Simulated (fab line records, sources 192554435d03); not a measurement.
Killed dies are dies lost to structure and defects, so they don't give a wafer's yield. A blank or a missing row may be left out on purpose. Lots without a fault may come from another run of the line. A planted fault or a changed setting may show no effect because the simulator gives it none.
A struck lot beside a sound one | flow n5_finfet | 35 steps out of a route of 1938
Sound: wafers L210.3, L210.4, L210.6. Struck: wafers L194.1, L194.4, L194.5. The cause comes at the end.
At each step with rows: each side's tool, then ch and its chambers, then its first start. Under that, the readings that differ: sound wafers | struck wafers | difference of the means | sigmas: that difference in standard deviations of wafers without a fault.
alike: readings whose means differ by less than 2 such deviations, and words and numbers that are the same on both sides. not compared: withheld readings, readings that some wafer has no value for, bounds like >300 that may hide the same value, and numbers for which the record gives no deviation and whose values overlap.
The two part at a step that has a row with sigmas, a row that says differs or no value, or rows on one side only. Numbers that don't overlap but have no deviation are shown without sigmas and don't part them. A reading that every wafer of one side lacks parts them only if that side has two wafers or more.

first, 11 steps without rows for these wafers: N5_MOL_CONTACT_COAG_WET_ETCH_116 (etches the open film in SC1-inhibited, target depth 4.6 nm, rinse time 30 s); N5_MOL_CONTACT_COAG_ALD_27 (deposits SiOC, target thk 17 nm, pulse time 1.5 s, time 2720 s); N5_MOL_CONTACT_COAG_CMP_28 (polishes, stops on SiNx, t overpolish 0.85 s, target thk 14.522 nm); N5_MOL_CONTACT_COAG_ALD_123 (deposits SiNx, target thk 5 nm, pulse time 1 s, purge time 2 s); N5_MOL_CONTACT_COAG_PECVD_31 (deposits SiO2 from TEOS/O2, target thk 46 nm, time 8.9 s); N5_MOL_CONTACT_COAG_COAT_75 (time 60 s, resist thk 60 nm); N5_MOL_CONTACT_COAG_COAT_76 (time 60 s, resist thk 10 nm); N5_MOL_CONTACT_COAG_COAT_77 (time 60 s, resist thk 10 nm); N5_MOL_CONTACT_COAG_COAT_78 (resist thk 40 nm); N5_MOL_CONTACT_COAG_EBR_80; N5_MOL_CONTACT_COAG_SOFTBAKE_79 (time 60 s).
N5_MOL_CONTACT_COAG_EXPOSE_81: exposes mask VG, defocus 0 nm.
  sound on euv_scanner-02 ch 0, day 10 12:08; struck on euv_scanner-02 ch 0, day 6 11:58
  reading              | sound          | struck         | difference | sigmas
  exposure_dose_mJ_cm2 | 59.2 59.2 59.2 | 64.2 64.3 64.2 | +5.0       | +12
  alike: mask, stage_msd_nm
then, 2 steps without rows for these wafers: N5_MOL_CONTACT_COAG_PEB_82 (peb time 60 s); N5_MOL_CONTACT_COAG_DEVELOP_83 (develop time 30 s).
N5_MOL_CONTACT_COAG_CD_MEAS_84: target cd 25.1 nm.
  sound on cd_sem-01 ch 0, day 10 12:16; struck on cd_sem-02 ch 0, day 6 12:07
  reading    | sound             | struck            | difference | sigmas
  cd_nm (nm) | 25.19 25.51 25.20 | 22.94 21.27 21.87 | -3.27      | -13
then, 16 steps without rows for these wafers: N5_MOL_CONTACT_COAG_DESCUM_88 (chemistry O2, time 7 s); N5_MOL_CONTACT_COAG_ETCH_89 (etches underlayer in N2/H2, target depth 13 nm, time 10.4 s); N5_MOL_CONTACT_COAG_ETCH_90 (etches SiARC in CF4, target depth 13 nm, time 21.7 s); N5_MOL_CONTACT_COAG_ALD_131 (deposits SiO2, target thk 5 nm, pulse time 1 s, co reactant pulse time 1 s); N5_MOL_CONTACT_COAG_ETCHBACK_132 (etches SiO2 in CHF3, target depth 10 nm, time 6.7 s); N5_MOL_CONTACT_COAG_ETCH_91 (etches SOC in N2/H2, target depth 60 nm, overetch 21 nm, time 101.2 s); N5_MOL_CONTACT_COAG_STRIP_92 (strips in N2/H2); N5_MOL_CONTACT_COAG_STRIP_93 (strips in N2/H2); N5_MOL_CONTACT_COAG_ETCHBACK_135 (etches SiO2 in CHF3, target depth 25 nm, time 16.7 s); N5_MOL_CONTACT_COAG_STRIP_118 (strips in CHF3); N5_MOL_CONTACT_COAG_VIA_ETCH_46 (etches SiO2 in C4F6/O2, target depth 46 nm, overetch 9.2 nm, time 40 s); N5_MOL_CONTACT_COAG_STRIP_96 (strips in N2/H2); N5_MOL_CONTACT_COAG_ETCH_47 (etches SiNx in CH3F/O2, stops on W, target depth 27 nm); N5_MOL_CONTACT_COAG_STRIP_119 (strips in N2/H2, time 30 s); N5_MOL_CONTACT_COAG_PRECLEAN_144 (cleans in alkaline clean, time 60 s); N5_MOL_CONTACT_COAG_SRD_145 (time 30 s).
N5_MOL_CONTACT_COAG_CD_MEAS_137: target cd 16 nm.
  sound on cd_sem-02, day 10 13:46; struck on cd_sem-02, day 6 13:28
  reading    | sound          | struck         | difference | sigmas
  cd_nm (nm) | 16.1 16.1 16.0 | 14.3 12.0 12.4 | -3.2       | -9
then, 1 step without rows for these wafers: N5_MOL_CONTACT_COAG_COAT_62 (time 60 s, resist thk 60 nm).
N5_BEOL_M4_RC_MEAS_101:
  the record has rows for the sound wafers here (prober-01 ch 0, day 13 07:07) and none for the struck ones
-- the record jumps here: 7 days lie between the struck wafers' starts before and after (it left off in module BEOL_M4 and takes up again in module PASSIVATION, whose first step shown is number 1936 of the route) --
N5_PASSIVATION_PROBE_49:
  the record has rows for the struck wafers here (prober-02, day 13 17:08) and none for the sound ones

WHERE THEY PART
First at N5_MOL_CONTACT_COAG_EXPOSE_81; last, within this record, at N5_PASSIVATION_PROBE_49.

WHY: what the simulator had put in
Process parameter drift: euv_scanner-02, from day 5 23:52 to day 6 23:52, at N5_MOL_CONTACT_COAG_EXPOSE_81. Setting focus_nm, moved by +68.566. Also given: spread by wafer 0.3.
